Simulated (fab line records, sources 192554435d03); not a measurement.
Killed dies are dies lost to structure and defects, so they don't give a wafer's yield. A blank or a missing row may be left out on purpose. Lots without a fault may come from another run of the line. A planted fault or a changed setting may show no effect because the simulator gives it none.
Chamber matching | flow n5_finfet | N5_BEOL_M8_ETCH_72 on rie_diel-02: 4 sister chambers
The step etches underlayer in N2/H2, target depth 6.5 nm, time 5.2 s. 4 wafers are shown with their chamber, then 7 later ones without.

WAFERS WITH THEIR CHAMBER
wafer  | chamber | drypump_motor_current_A (A)
L083.5 | 1       | 5.6
L084.3 | 0       | 5.3
L085.2 | 3       | 5.8
L085.3 | 2       | 5.0

WAFERS WITHOUT THEIR CHAMBER
wafer  | drypump_motor_current_A (A)
L085.6 | 5.5
L088.1 | 5.6
L088.2 | 5.8
L088.4 | 5.5
L096.2 | 5.3
L096.3 | 5.6
L096.4 | 5.8

WHICH CHAMBER EACH WENT THROUGH
wafer  | from the rows above     | in truth
L085.6 | can't be placed: 1 or 0 | 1
L088.1 | 1                       | 1
L088.2 | 3                       | 3
L088.4 | can't be placed: 1 or 0 | 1
L096.2 | 0                       | 0
L096.3 | 1                       | 1
L096.4 | 3                       | 3
Placed correctly: 5 of 7. Can't be placed from these rows: 2 (the true chamber is among the candidates in 2). Placed wrongly: 0.
How it was worked out, from the rows above alone: a wafer's distance from a chamber is the root of the sum, over the readings, of the square of ((its reading less the chamber's mean) divided by the reading's scatter). The wafer belongs to the nearest chamber; if the next one is less than 2 further off, it can't be placed. A chamber's mean is the mean of its shown wafers. The scatter: with one shown wafer a chamber, the root of the mean of the squares of how far each hidden wafer lies from its nearest shown one.
